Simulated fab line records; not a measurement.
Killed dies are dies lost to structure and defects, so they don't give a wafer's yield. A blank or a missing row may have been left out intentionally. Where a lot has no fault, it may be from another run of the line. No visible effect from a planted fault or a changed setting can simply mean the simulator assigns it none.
Which tool did it?	flow nandHarc	13 lots with 39 wafers sampled at 5 steps, on a route of 1302 steps

## WHAT THE GAUGES READ, wafer by wafer
NHARC_P_START_INSPECT_01. Usual: 3.4 for rawDefectCount, sd 2.2.
lot	measured	on	rawDefectCount	flag
L413	day 1 20:02	defectInspect-01	2 0 4	
L414	day 2 06:03	defectInspect-01	4 6 0	
L415	day 2 16:02	defectInspect-02	4 8 4	
L417	day 3 12:02	defectInspect-02	4 4 3	
L418	day 3 22:03	defectInspect-02	3 4 3	
L421	day 5 04:02	defectInspect-01	3 4 6	
L422	day 5 14:02	defectInspect-01	1 1 5	
L424	day 6 10:03	defectInspect-02	4 5 2	
L425	day 6 20:02	defectInspect-02	3 7 8	
L426	day 7 06:02	defectInspect-01	2 2 2	
L427	day 7 16:02	defectInspect-01	4 4 1	
L428	day 8 02:02	defectInspect-01	2 4 3	
L429	day 8 12:02	defectInspect-01	8 3 6	

NHARC_P_STI_INSPECT_11. Usual: 6 for rawDefectCount, sd 3.1.
lot	measured	on	rawDefectCount	flag
L413	day 2 21:28	defectInspect-01	9 8 11	
L414	day 3 11:38	defectInspect-02	6 4 3	
L415	day 3 19:36	defectInspect-01	7 8 2	
L417	day 4 10:44	defectInspect-01	6 1 3	
L418	day 4 23:10	defectInspect-01	6 2 3	
L421	day 6 03:54	defectInspect-01	5 4 11	
L422	day 6 15:55	defectInspect-01	5 5 7	
L424	day 7 08:23	defectInspect-02	9 3 7	
L425	day 7 19:10	defectInspect-01	4 2 0	
L426	day 8 06:19	defectInspect-02	9 6 10	
L427	day 8 16:04	defectInspect-02	3 3 3	
L428	day 9 02:38	defectInspect-01	9 1 9	
L429	day 9 10:25	defectInspect-02	4 2 6	

NHARC_END_SORT_01. Usual: killedAtArray 64, standard deviation 20; killedAtOther 0.7, standard deviation 1.1; killedAtPeriphery 3.6, standard deviation 2.7; killedDies 68, standard deviation 20; killedOpen 2.8, standard deviation 1.9; killedShort 2.3, standard deviation 1.5.
lot	measured	on	killedAtArray	killedAtOther	killedAtPeriphery	killedDies	killedOpen	killedShort	flag
L427	day 31 10:38	prober-02	85 68 83	1 0 0	591 609 594	677 677 677	9 1 3	2 1 6	OFF
L428	day 30 09:40	prober-02	102 110 92	1 0 0	574 567 585	677 677 677	6 2 1	5 5 3	OFF
L429	day 31 05:39	prober-01	81 82 78	0 0 1	596 595 598	677 677 677	4 0 5	0 2 1	OFF

## EACH LOT AND THE TOOL THAT RAN IT (in order: tool; ch and the chambers of the sampled wafers; start)
lot	NHARC_P_ZERO_WELL_DESCUM_13	NHARC_P_STI_STRIP_24
L413	rieDiel-09 ch 0,1,3, day 1 21:25	wetBench-05 ch 1,2,4, day 3 15:44
L414	rieDiel-02 ch 0,1,2, day 2 07:25	wetBench-03 ch 2,4,5, day 4 08:29
L415	rieDiel-09 ch 0,2,3, day 2 17:16	wetBench-09 ch 2,4,7, day 4 13:52
L417	rieDiel-08 ch 0,3, day 3 13:24	wetBench-05 ch 0,1,4, day 5 05:38
L418	rieDiel-09 ch 0,1,2, day 3 23:25	wetBench-09 ch 2,6,7, day 5 19:58
L421	rieDiel-08 ch 0,1,3, day 5 05:26	wetBench-09 ch 4,5,6, day 7 00:37
L422	rieDiel-08 ch 0,2, day 5 15:28	wetBench-05 ch 3,4,7, day 7 11:52
L424	rieDiel-09 ch 0,1,3, day 6 11:25	wetBench-05 ch 1,2,7, day 8 03:21
L425	rieDiel-09 ch 1,2,3, day 6 21:16	wetBench-05 ch 1,5,7, day 8 13:56
L426	rieDiel-08 ch 0,3, day 7 07:16	wetBench-09 ch 0,3,5, day 9 00:35
L427	rieDiel-09 ch 1,2, day 7 17:16	wetBench-09 ch 0,4,5, day 9 17:53
L428	rieDiel-02 ch 0,3, day 8 03:49	wetBench-05 ch 2,3,7, day 9 17:53
L429	rieDiel-08 ch 0,1,2, day 8 13:26	wetBench-05 ch 0,1,4, day 10 12:17
- NHARC_P_ZERO_WELL_DESCUM_13: chemistry O2, time 3 s.
- NHARC_P_STI_STRIP_24: strips Si3N4 in H3PO4.

## AS READ BY THE TOOLS THEMSELVES (means over the sampled wafers that have a number; for cases with no such wafer, the mark the record gives instead)
NHARC_P_ZERO_WELL_DESCUM_13. Usual: drypumpMotorCurrentA 5.8 A, standard deviation 0.52; oesProductAu 1.004 a.u., standard deviation 0.011; rfVppV 57.6 V, standard deviation 0.93; showerheadPlenumPTorr 1.89 Torr, standard deviation 0.1; throttleValvePct 11.311 %, standard deviation 0.0095.
lot	tool	drypumpMotorCurrentA (A)	oesProductAu (a.u.)	rfVppV (V)	showerheadPlenumPTorr (Torr)	throttleValvePct (%)	flag
L413	rieDiel-09	5.8	1.006	57.9	1.92	11.304	
L414	rieDiel-02	5.9	1.006	57.6	1.87	11.314	
L415	rieDiel-09	5.6	1.010	57.8	1.82	11.308	
L417	rieDiel-08	5.3	0.994	57.7	1.81	11.312	
L418	rieDiel-09	5.4	1.005	57.8	1.90	11.325	
L421	rieDiel-08	5.8	1.011	57.8	1.85	11.305	
L422	rieDiel-08	5.2	0.992	56.5	1.85	11.310	
L424	rieDiel-09	5.8	1.004	58.3	1.91	11.314	
L425	rieDiel-09	5.8	1.011	58.3	1.88	11.311	
L426	rieDiel-08	5.8	1.005	56.9	1.80	11.326	
L427	rieDiel-09	5.5	1.004	58.7	2.07	11.316	
L428	rieDiel-02	6.3	1.004	57.9	1.87	11.314	
L429	rieDiel-08	5.5	0.994	57.0	1.87	11.304	

NHARC_P_STI_STRIP_24. Usual: bathGuardTempC 159.9 C, standard deviation 0.51; bathHeatDutyPct 27 %, standard deviation 3.1.
lot	tool	bathGuardTempC (C)	bathHeatDutyPct (%)	flag
L413	wetBench-05	159.9	27	
L414	wetBench-03	159.5	24	
L415	wetBench-09	160.1	26	
L417	wetBench-05	159.8	28	
L418	wetBench-09	160.1	26	
L421	wetBench-09	159.9	27	
L422	wetBench-05	159.9	28	
L424	wetBench-05	160.2	25	
L425	wetBench-05	159.7	28	
L426	wetBench-09	159.6	28	
L427	wetBench-09	-	-	OFF
L428	wetBench-05	-	-	OFF
L429	wetBench-05	-	-	OFF

## THE ANSWER, worked out from the rows above alone
Rule: lot off if the mean of its wafers having a number is beyond 3 standard deviations from the usual mean. A lot without any number at a reading at which 4 lots or more have one is off too. All remaining lots with rows at the step are treated as sound. First the gauges in route order, then the tools' own readings, where a lot's mean is used as printed above. At the first step where some lot is off, the reading lying furthest off is the one used; lots without a number count as furthest.
Off at NHARC_END_SORT_01 (killedAtPeriphery): L427, L428, L429. Neither off nor sound, because the step has no rows for them: L413, L414, L415, L417, L418, L421, L422, L424, L425, L426.
If a tool, at a process step before that reading, ran all the lots that are off and no sound lot after the first of them, it fits. Not tried: the gauges at NHARC_END_SORT_01; whatever is off there is also off at NHARC_P_STI_STRIP_24, on other tools, and gauge error can't account for it. Not one of the candidates tried fits.

## WHAT THE SIMULATOR HAD INSERTED
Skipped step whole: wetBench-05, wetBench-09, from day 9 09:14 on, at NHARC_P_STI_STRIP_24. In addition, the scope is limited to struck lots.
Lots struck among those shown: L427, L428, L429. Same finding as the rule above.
